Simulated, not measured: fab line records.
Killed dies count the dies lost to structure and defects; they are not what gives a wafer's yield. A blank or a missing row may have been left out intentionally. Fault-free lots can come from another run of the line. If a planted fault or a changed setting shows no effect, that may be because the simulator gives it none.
Split-lot study || flow n5-finfet || route with 1938 steps; 7 lots, 39 wafers read

== ON THE SPLIT ==
At N5_BEOL_M1_DEP_57 (deposits SiCN from 3MS/NH3, target thk 8 nm, time 14 s), the setting target-thk-a was moved away from the recipe's 80 angstrom on 18 of the 39 wafers read, by -41.6% to +51.4%. For the rest of the wafers, this setting stayed at what the recipe calls for.

The reading comes from the split's own step.

== THE READING ==
SiCN_of_BEOL_M1_DEP_57.thk-nm (the simulator's own value, which no gauge read), in nm, at N5_BEOL_M1_DEP_57 (deposits SiCN from 3MS/NH3, target thk 8 nm, time 14 s). The file does not state a usual value for it. Across the 21 wafers here that went through the recipe, the average is 8.0 nm and the standard deviation 0.23 nm.

{"wafer": "L075.1", "tool, chamber at the split": "pecvd-01, 1,1,0", "target-thk-a as run, angstrom": 48.68, "against the recipe": "-39.1%", "SiCN_of_BEOL_M1_DEP_57.thk-nm, nm": 5, "against lot-mates on the recipe": -2.9}
{"wafer": "L075.4", "tool, chamber at the split": "pecvd-01, 1,1,0", "target-thk-a as run, angstrom": 48.68, "against the recipe": "-39.1%", "SiCN_of_BEOL_M1_DEP_57.thk-nm, nm": 5, "against lot-mates on the recipe": -2.9}
{"wafer": "L075.5", "tool, chamber at the split": "pecvd-01, 1,1,0", "target-thk-a as run, angstrom": 48.68, "against the recipe": "-39.1%", "SiCN_of_BEOL_M1_DEP_57.thk-nm, nm": 5, "against lot-mates on the recipe": -2.9}
{"wafer": "L075.2", "tool, chamber at the split": "pecvd-01, 0,2", "target-thk-a as run, angstrom": 80, "against the recipe": "recipe", "SiCN_of_BEOL_M1_DEP_57.thk-nm, nm": 8, "against lot-mates on the recipe": "-"}
{"wafer": "L075.6", "tool, chamber at the split": "pecvd-01, 0,2", "target-thk-a as run, angstrom": 80, "against the recipe": "recipe", "SiCN_of_BEOL_M1_DEP_57.thk-nm, nm": 8, "against lot-mates on the recipe": "-"}
{"wafer": "L075.3", "tool, chamber at the split": "pecvd-01, 2", "target-thk-a as run, angstrom": 80, "against the recipe": "recipe", "SiCN_of_BEOL_M1_DEP_57.thk-nm, nm": 7.8, "against lot-mates on the recipe": "-"}
{"wafer": "L080.1", "tool, chamber at the split": "pecvd-02, 0", "target-thk-a as run, angstrom": 80, "against the recipe": "recipe", "SiCN_of_BEOL_M1_DEP_57.thk-nm, nm": 8, "against lot-mates on the recipe": "-"}
{"wafer": "L080.2", "tool, chamber at the split": "pecvd-02, 1", "target-thk-a as run, angstrom": 121.1, "against the recipe": "+51.4%", "SiCN_of_BEOL_M1_DEP_57.thk-nm, nm": 12.2, "against lot-mates on the recipe": "+4.1"}
{"wafer": "L080.3", "tool, chamber at the split": "pecvd-02, 2", "target-thk-a as run, angstrom": 121.1, "against the recipe": "+51.4%", "SiCN_of_BEOL_M1_DEP_57.thk-nm, nm": 12, "against lot-mates on the recipe": "+3.9"}
{"wafer": "L080.4", "tool, chamber at the split": "pecvd-02, 0,1", "target-thk-a as run, angstrom": 80, "against the recipe": "recipe", "SiCN_of_BEOL_M1_DEP_57.thk-nm, nm": 8.2, "against lot-mates on the recipe": "-"}
{"wafer": "L080.6", "tool, chamber at the split": "pecvd-02, 0,1", "target-thk-a as run, angstrom": 80, "against the recipe": "recipe", "SiCN_of_BEOL_M1_DEP_57.thk-nm, nm": 8.2, "against lot-mates on the recipe": "-"}
{"wafer": "L080.5", "tool, chamber at the split": "pecvd-02, 2", "target-thk-a as run, angstrom": 121.1, "against the recipe": "+51.4%", "SiCN_of_BEOL_M1_DEP_57.thk-nm, nm": 12.4, "against lot-mates on the recipe": "+4.3"}
{"wafer": "L083.1", "tool, chamber at the split": "pecvd-03, 0", "target-thk-a as run, angstrom": 67.68, "against the recipe": "-15.4%", "SiCN_of_BEOL_M1_DEP_57.thk-nm, nm": 6.6, "against lot-mates on the recipe": -1.3}
{"wafer": "L083.4", "tool, chamber at the split": "pecvd-03, 0", "target-thk-a as run, angstrom": 67.68, "against the recipe": "-15.4%", "SiCN_of_BEOL_M1_DEP_57.thk-nm, nm": 6.6, "against lot-mates on the recipe": -1.3}
{"wafer": "L083.2", "tool, chamber at the split": "pecvd-03, 2,1", "target-thk-a as run, angstrom": 80, "against the recipe": "recipe", "SiCN_of_BEOL_M1_DEP_57.thk-nm, nm": 7.8, "against lot-mates on the recipe": "-"}
{"wafer": "L083.6", "tool, chamber at the split": "pecvd-03, 2,1", "target-thk-a as run, angstrom": 80, "against the recipe": "recipe", "SiCN_of_BEOL_M1_DEP_57.thk-nm, nm": 7.8, "against lot-mates on the recipe": "-"}
{"wafer": "L083.3", "tool, chamber at the split": "pecvd-03, 1", "target-thk-a as run, angstrom": 67.68, "against the recipe": "-15.4%", "SiCN_of_BEOL_M1_DEP_57.thk-nm, nm": 6.4, "against lot-mates on the recipe": -1.5}
{"wafer": "L083.5", "tool, chamber at the split": "pecvd-03, 2", "target-thk-a as run, angstrom": 80, "against the recipe": "recipe", "SiCN_of_BEOL_M1_DEP_57.thk-nm, nm": 8, "against lot-mates on the recipe": "-"}
{"wafer": "L084.3", "tool, chamber at the split": "pecvd-02, 0", "target-thk-a as run, angstrom": 80, "against the recipe": "recipe", "SiCN_of_BEOL_M1_DEP_57.thk-nm, nm": 8.2, "against lot-mates on the recipe": "-"}
{"wafer": "L084.5", "tool, chamber at the split": "pecvd-02, 1", "target-thk-a as run, angstrom": 80, "against the recipe": "recipe", "SiCN_of_BEOL_M1_DEP_57.thk-nm, nm": 8.6, "against lot-mates on the recipe": "-"}
{"wafer": "L084.6", "tool, chamber at the split": "pecvd-02, 0", "target-thk-a as run, angstrom": 80, "against the recipe": "recipe", "SiCN_of_BEOL_M1_DEP_57.thk-nm, nm": 8.4, "against lot-mates on the recipe": "-"}
{"wafer": "L093.1", "tool, chamber at the split": "pecvd-02, 1,0", "target-thk-a as run, angstrom": 80, "against the recipe": "recipe", "SiCN_of_BEOL_M1_DEP_57.thk-nm, nm": 8, "against lot-mates on the recipe": "-"}
{"wafer": "L093.2", "tool, chamber at the split": "pecvd-02, 1,0", "target-thk-a as run, angstrom": 80, "against the recipe": "recipe", "SiCN_of_BEOL_M1_DEP_57.thk-nm, nm": 8, "against lot-mates on the recipe": "-"}
{"wafer": "L093.3", "tool, chamber at the split": "pecvd-02, 2", "target-thk-a as run, angstrom": 80, "against the recipe": "recipe", "SiCN_of_BEOL_M1_DEP_57.thk-nm, nm": 7.8, "against lot-mates on the recipe": "-"}
{"wafer": "L093.4", "tool, chamber at the split": "pecvd-02, 0,1,2", "target-thk-a as run, angstrom": 59.82, "against the recipe": "-25.2%", "SiCN_of_BEOL_M1_DEP_57.thk-nm, nm": 6.2, "against lot-mates on the recipe": -1.7}
{"wafer": "L093.5", "tool, chamber at the split": "pecvd-02, 0,1,2", "target-thk-a as run, angstrom": 59.82, "against the recipe": "-25.2%", "SiCN_of_BEOL_M1_DEP_57.thk-nm, nm": 6.2, "against lot-mates on the recipe": -1.7}
{"wafer": "L093.6", "tool, chamber at the split": "pecvd-02, 0,1,2", "target-thk-a as run, angstrom": 59.82, "against the recipe": "-25.2%", "SiCN_of_BEOL_M1_DEP_57.thk-nm, nm": 6.2, "against lot-mates on the recipe": -1.7}
{"wafer": "L095.1", "tool, chamber at the split": "pecvd-03, 2,0,0", "target-thk-a as run, angstrom": 80, "against the recipe": "recipe", "SiCN_of_BEOL_M1_DEP_57.thk-nm, nm": 7.8, "against lot-mates on the recipe": "-"}
{"wafer": "L095.3", "tool, chamber at the split": "pecvd-03, 2,0,0", "target-thk-a as run, angstrom": 80, "against the recipe": "recipe", "SiCN_of_BEOL_M1_DEP_57.thk-nm, nm": 7.8, "against lot-mates on the recipe": "-"}
{"wafer": "L095.4", "tool, chamber at the split": "pecvd-03, 2,0,0", "target-thk-a as run, angstrom": 80, "against the recipe": "recipe", "SiCN_of_BEOL_M1_DEP_57.thk-nm, nm": 7.8, "against lot-mates on the recipe": "-"}
{"wafer": "L095.2", "tool, chamber at the split": "pecvd-03, 1", "target-thk-a as run, angstrom": 119.7, "against the recipe": "+49.6%", "SiCN_of_BEOL_M1_DEP_57.thk-nm, nm": 11.6, "against lot-mates on the recipe": "+3.8"}
{"wafer": "L095.5", "tool, chamber at the split": "pecvd-03, 2", "target-thk-a as run, angstrom": 119.7, "against the recipe": "+49.6%", "SiCN_of_BEOL_M1_DEP_57.thk-nm, nm": 12, "against lot-mates on the recipe": "+4.2"}
{"wafer": "L095.6", "tool, chamber at the split": "pecvd-03, 1", "target-thk-a as run, angstrom": 119.7, "against the recipe": "+49.6%", "SiCN_of_BEOL_M1_DEP_57.thk-nm, nm": 11.8, "against lot-mates on the recipe": "+4.0"}
{"wafer": "L096.1", "tool, chamber at the split": "pecvd-01, 2", "target-thk-a as run, angstrom": 46.69, "against the recipe": "-41.6%", "SiCN_of_BEOL_M1_DEP_57.thk-nm, nm": 4.6, "against lot-mates on the recipe": -3.7}
{"wafer": "L096.2", "tool, chamber at the split": "pecvd-01, 0,1", "target-thk-a as run, angstrom": 80, "against the recipe": "recipe", "SiCN_of_BEOL_M1_DEP_57.thk-nm, nm": 8.2, "against lot-mates on the recipe": "-"}
{"wafer": "L096.3", "tool, chamber at the split": "pecvd-01, 0,1", "target-thk-a as run, angstrom": 80, "against the recipe": "recipe", "SiCN_of_BEOL_M1_DEP_57.thk-nm, nm": 8.2, "against lot-mates on the recipe": "-"}
{"wafer": "L096.4", "tool, chamber at the split": "pecvd-01, 2,1", "target-thk-a as run, angstrom": 46.69, "against the recipe": "-41.6%", "SiCN_of_BEOL_M1_DEP_57.thk-nm, nm": 4.8, "against lot-mates on the recipe": -3.5}
{"wafer": "L096.5", "tool, chamber at the split": "pecvd-01, 2,1", "target-thk-a as run, angstrom": 46.69, "against the recipe": "-41.6%", "SiCN_of_BEOL_M1_DEP_57.thk-nm, nm": 4.8, "against lot-mates on the recipe": -3.5}
{"wafer": "L096.6", "tool, chamber at the split": "pecvd-01, 0", "target-thk-a as run, angstrom": 80, "against the recipe": "recipe", "SiCN_of_BEOL_M1_DEP_57.thk-nm, nm": 8.4, "against lot-mates on the recipe": "-"}
Where a row lists several chambers, the file gives one row for several wafers and doesn't say which wafer went through which chamber.

THE FIT
A straight line over all 39 wafers: SiCN_of_BEOL_M1_DEP_57.thk-nm changes by +0.0786 nm for each +1% of target-thk-a; r = +0.99; the points scatter about the line by 0.22 nm.
The same after taking each lot's own level away (the mean of its wafers on the recipe; 39 wafers): +0.0794 nm for each +1%; r = +1.00; scatter 0.16 nm.
On that fit, the largest move of target-thk-a shifts the reading by 4.1 nm.
Measured against the standard deviation above, the lots' own levels, which go from 7.80 to 8.40 nm, span 2.6 times it.
So the lot-to-lot level changes the slope little: the two slopes agree.
Check: for one of the wafers moved furthest among these (+51.4%), held out of the fit, the line's prediction against its lot-mates is +4.1 nm. It came out at +4.07 nm against them.

== THE FILE'S OWN FIT ==
SiCN_of_BEOL_M1_DEP_57.thk-nm changes by +0.0794 nm for each +1% of target-thk-a, r = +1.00.
